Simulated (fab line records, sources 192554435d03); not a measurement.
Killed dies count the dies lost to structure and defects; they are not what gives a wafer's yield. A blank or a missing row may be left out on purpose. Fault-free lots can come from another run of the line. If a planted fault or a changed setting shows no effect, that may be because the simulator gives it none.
Chamber matching :: flow n5Finfet :: N5_BEOL_M5_STRIP_36 on rieDiel-01 has 4 sister chambers
The step strips in N2/H2. 8 wafers are shown with their chamber, then 8 later ones without.

WAFERS, EACH WITH ITS CHAMBER
wafer: L074.1
chamber: 1
drypumpMotorCurrentA (A): 4.7
showerheadPlenumPTorr (Torr): 2.63

wafer: L077.5
chamber: 1
drypumpMotorCurrentA (A): 4.7
showerheadPlenumPTorr (Torr): 2.62

wafer: L081.3
chamber: 0
drypumpMotorCurrentA (A): 5.4
showerheadPlenumPTorr (Torr): 2.34

wafer: L081.6
chamber: 3
drypumpMotorCurrentA (A): 5.7
showerheadPlenumPTorr (Torr): 2.51

wafer: L082.1
chamber: 0
drypumpMotorCurrentA (A): 5.4
showerheadPlenumPTorr (Torr): 2.34

wafer: L082.5
chamber: 2
drypumpMotorCurrentA (A): 6.3
showerheadPlenumPTorr (Torr): 2.52

wafer: L082.6
chamber: 3
drypumpMotorCurrentA (A): 5.8
showerheadPlenumPTorr (Torr): 2.51

wafer: L087.2
chamber: 2
drypumpMotorCurrentA (A): 6.3
showerheadPlenumPTorr (Torr): 2.52

WAFERS WHOSE CHAMBER IS MISSING
wafer: L087.4
drypumpMotorCurrentA (A): 5.4
showerheadPlenumPTorr (Torr): 2.34

wafer: L087.6
drypumpMotorCurrentA (A): 6.3
showerheadPlenumPTorr (Torr): 2.52

wafer: L093.1
drypumpMotorCurrentA (A): 5.4
showerheadPlenumPTorr (Torr): 2.33

wafer: L093.2
drypumpMotorCurrentA (A): 4.7
showerheadPlenumPTorr (Torr): 2.61

wafer: L093.5
drypumpMotorCurrentA (A): 6.3
showerheadPlenumPTorr (Torr): 2.51

wafer: L096.1
drypumpMotorCurrentA (A): 4.7
showerheadPlenumPTorr (Torr): 2.60

wafer: L096.3
drypumpMotorCurrentA (A): 5.4
showerheadPlenumPTorr (Torr): 2.33

wafer: L096.5
drypumpMotorCurrentA (A): 6.3
showerheadPlenumPTorr (Torr): 2.51

CHAMBER TAKEN BY EACH
wafer: L087.4
from the rows above: 0
in truth: 0

wafer: L087.6
from the rows above: 2
in truth: 2

wafer: L093.1
from the rows above: 0
in truth: 0

wafer: L093.2
from the rows above: 1
in truth: 1

wafer: L093.5
from the rows above: 2
in truth: 2

wafer: L096.1
from the rows above: 1
in truth: 1

wafer: L096.3
from the rows above: 0
in truth: 0

wafer: L096.5
from the rows above: 2
in truth: 2
Correct placement for 8 of the 8. Can't be placed from these rows: 0. 0 placed wrongly.
How it was worked out, from the rows above alone: a wafer's distance from a chamber is the root of the sum, over the readings, of the square of ((its reading less the chamber's mean) divided by the reading's scatter). The wafer belongs to the nearest chamber; if the next one is less than 2 further off, it can't be placed. Each chamber's mean is taken over the wafers shown for it. The scatter: take each reading less its chamber's mean, square it, sum over the shown wafers, divide by the number of wafers less the number of chambers, and take the root.
